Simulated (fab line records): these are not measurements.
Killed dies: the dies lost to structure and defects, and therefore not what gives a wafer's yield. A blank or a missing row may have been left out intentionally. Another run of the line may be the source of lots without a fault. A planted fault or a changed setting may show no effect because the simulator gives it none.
Matching of chambers :: flow n5Finfet :: N5_BEOL_M8_CURE_74 on uvCure-02: 3 sister chambers
The step cures SiCOH lowk, time 240 s. 6 wafers are shown with their chamber, then 6 later ones without.

== WAFERS PAIRED WITH THEIR CHAMBERS ==
wafer: L251.3
chamber: 2
wafer_temp_C_max: 386.9
lampPowerPct (%): 52.26

wafer: L251.4
chamber: 2
wafer_temp_C_max: 387.5
lampPowerPct (%): 52.27

wafer: L259.5
chamber: 1
wafer_temp_C_max: 387.0
lampPowerPct (%): 52.32

wafer: L259.6
chamber: 1
wafer_temp_C_max: 388.5
lampPowerPct (%): 52.26

wafer: L258.1
chamber: 0
wafer_temp_C_max: 386.9
lampPowerPct (%): 52.34

wafer: L258.3
chamber: 0
wafer_temp_C_max: 387.4
lampPowerPct (%): 52.39

== WAFERS WITH NO CHAMBER GIVEN ==
wafer: L258.5
wafer_temp_C_max: 386.8
lampPowerPct (%): 52.28

wafer: L261.5
wafer_temp_C_max: 387.0
lampPowerPct (%): 52.35

wafer: L261.6
wafer_temp_C_max: 387.3
lampPowerPct (%): 52.29

wafer: L267.3
wafer_temp_C_max: 387.5
lampPowerPct (%): 52.34

wafer: L267.4
wafer_temp_C_max: 386.4
lampPowerPct (%): 52.36

wafer: L267.6
wafer_temp_C_max: 386.7
lampPowerPct (%): 52.34

== CHAMBER TAKEN BY EACH ==
wafer: L258.5
from the rows above: can't be placed: 2 or 1 or 0
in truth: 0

wafer: L261.5
from the rows above: can't be placed: 0 or 1
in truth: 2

wafer: L261.6
from the rows above: can't be placed: 1 or 2 or 0
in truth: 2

wafer: L267.3
from the rows above: can't be placed: 0 or 1 or 2
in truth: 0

wafer: L267.4
from the rows above: can't be placed: 0 or 1
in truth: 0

wafer: L267.6
from the rows above: can't be placed: 0 or 1 or 2
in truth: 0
Placed correctly: 0 of 6. Cannot be placed on the basis of these rows: 6; the candidates contain the true chamber in 5. 0 placed wrongly.
How it was worked out, from the rows above alone: a wafer's distance from a chamber is the root of the sum, over the readings, of the square of ((its reading less the chamber's mean) divided by the reading's scatter). The wafer belongs to the nearest chamber; if the next one is less than 2 further off, it can't be placed. The mean given for a chamber averages the wafers shown for that chamber. The scatter: take each reading less its chamber's mean, square it, sum over the shown wafers, divide by the number of wafers less the number of chambers, and take the root.
